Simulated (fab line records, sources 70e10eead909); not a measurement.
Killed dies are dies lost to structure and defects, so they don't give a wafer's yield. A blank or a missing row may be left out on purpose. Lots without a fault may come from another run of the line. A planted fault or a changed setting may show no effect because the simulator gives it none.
A struck lot beside a sound one | flow nand_harc | 17 steps out of a route of 1302
Sound: wafers L250.2, L250.4, L250.5. Struck: wafer L255.5. (L255.2, L255.3 of the same lot were not struck and are left out.) The cause comes at the end.
At each step with rows: each side's tool, then ch and its chambers, then its first start. Under that, the readings that differ: sound wafers | struck wafers | difference of the means | sigmas: that difference in standard deviations of wafers without a fault.
alike: readings whose means differ by less than 2 such deviations, and words and numbers that are the same on both sides. not compared: withheld readings, readings that some wafer has no value for, bounds like >300 that may hide the same value, and numbers for which the record gives no deviation and whose values overlap.
The two part at a step that has a row with sigmas, a row that says differs or no value, or rows on one side only. Numbers that don't overlap but have no deviation are shown without sigmas and don't part them. A reading that every wafer of one side lacks parts them only if that side has two wafers or more.

NHARC_P_M0_OVL_MEAS_10: pitch 180 nm.
  sound on overlay-02, day 8 16:17; struck on overlay-02, day 10 16:07
  alike: overlay_x_nm, overlay_y_nm
NHARC_P_M0_INSPECT_11:
  sound on defect_inspect-02, day 8 16:20; struck on defect_inspect-02, day 10 16:09
  alike: raw_defect_count
NHARC_P_M0_DESCUM_14: chemistry O2, time 3 s.
  sound on rie_diel-06 ch 0,2,3, day 8 16:24; struck on rie_diel-07 ch 1, day 10 16:13
  reading                         | sound          | struck | difference | sigmas
  showerhead_plenum_p_Torr (Torr) | 1.94 2.02 1.98 | 1.76   | -0.22      | -2
  alike: drypump_motor_current_A, oes_product_au, rf_vpp_V, throttle_valve_pct
  not compared: rf_hours_counter_h
NHARC_P_M0_ETCH_34: etches the open film in N2/H2, target depth 40 nm, overetch 12 nm, time 43.94 s.
  sound on rie_diel-06 ch 0,2, day 8 16:28; struck on rie_diel-07 ch 3, day 10 16:19
  reading               | sound             | struck | difference | sigmas
  bias_w (W)            | 149.5 149.4 149.4 | 150.6  | +1.2       | +3
  oes_product_au (a.u.) | 1.013 0.998 1.018 | 0.989  | -0.021     | -2
  alike: drypump_motor_current_A, rf_vpp_V, showerhead_plenum_p_Torr, throttle_valve_pct
  not compared: rf_hours_counter_h
NHARC_P_M0_ETCH_15: etches the open film in C4F8/Ar, target depth 150 nm, overetch 15 nm, time 82.5 s.
  sound on rie_diel-06 ch 0,2,3; struck on rie_diel-07 ch 3
  alike: bias_w, oes_product_au, rf_vpp_V
  not compared: rf_hours_counter_h
NHARC_P_M0_CD_MEAS_16:
  sound on cd_sem-02, day 8 16:41; struck on cd_sem-03, day 10 16:31
  alike: cd_nm
then, 5 steps without rows for these wafers: NHARC_P_M0_STRIP_18 (strips in N2/H2); NHARC_P_M0_STRIP_19 (strips in post etch residue remover, time 600 s); NHARC_P_M0_DEGAS_28 (time 60 s); NHARC_P_M0_PRE_CLEAN_29 (time 30 s); NHARC_P_M0_PVD_20 (deposits TaN, target thk 5 nm, time 8.06 s).
NHARC_P_M0_PVD_21: deposits Cu, target thk 30 nm, time 20.49 s.
  sound on pvd_sputter-02; struck on pvd_sputter-02
  alike: chamber_pressure_pa, throttle_valve_pct
NHARC_P_M0_ECD_22: material Cu, target thk 400 nm.
  sound on ecd_cu-01 ch 0,1, day 8 17:45; struck on ecd_cu-02 ch 0, day 10 17:40
  alike: bath_temp_c
NHARC_P_M0_ANNEAL_30: time 90 s.
  sound on rtp_anneal-02 ch 0, day 8 18:08; struck on rtp_anneal-02 ch 0, day 10 18:04
  alike: wafer_temp_C_max
NHARC_P_M0_CMP_23: polishes, t overpolish 20 s, target thk 117.54 nm.
  sound on cmp-03 ch 0,1,3, day 8 18:28; struck on cmp-01 ch 2, day 10 18:21
  reading                | sound          | struck | difference | sigmas
  time_to_endpoint_s (s) | 28.4 27.8 31.3 | 18.8   | -10.4      | -4
  alike: motor_current_A
NHARC_P_M0_THK_MEAS_24: measures by xrf.
  sound on film_metro-01, day 8 18:44; struck on film_metro-01, day 10 18:40
  alike: thk_nm
-- the record jumps here: 19 days lie between the struck wafers' starts before and after (it left off in module P_M0 and takes up again in module END, whose first step shown is number 1302 of the route) --
NHARC_END_SORT_01:
  sound on prober-01 ch 0, day 27 20:29; struck on prober-02 ch 0, day 30 03:45
  reading      | sound | struck | difference | sigmas
  killed_short | 2 1 3 | 6      | +4         | +2
  alike: defect_limited_yield, killed_at_array, killed_at_other, killed_at_periphery, killed_dies, killed_open

WHERE THEY PART
First at NHARC_P_M0_DESCUM_14; last, within this record, at NHARC_END_SORT_01.

WHY: what the simulator had put in
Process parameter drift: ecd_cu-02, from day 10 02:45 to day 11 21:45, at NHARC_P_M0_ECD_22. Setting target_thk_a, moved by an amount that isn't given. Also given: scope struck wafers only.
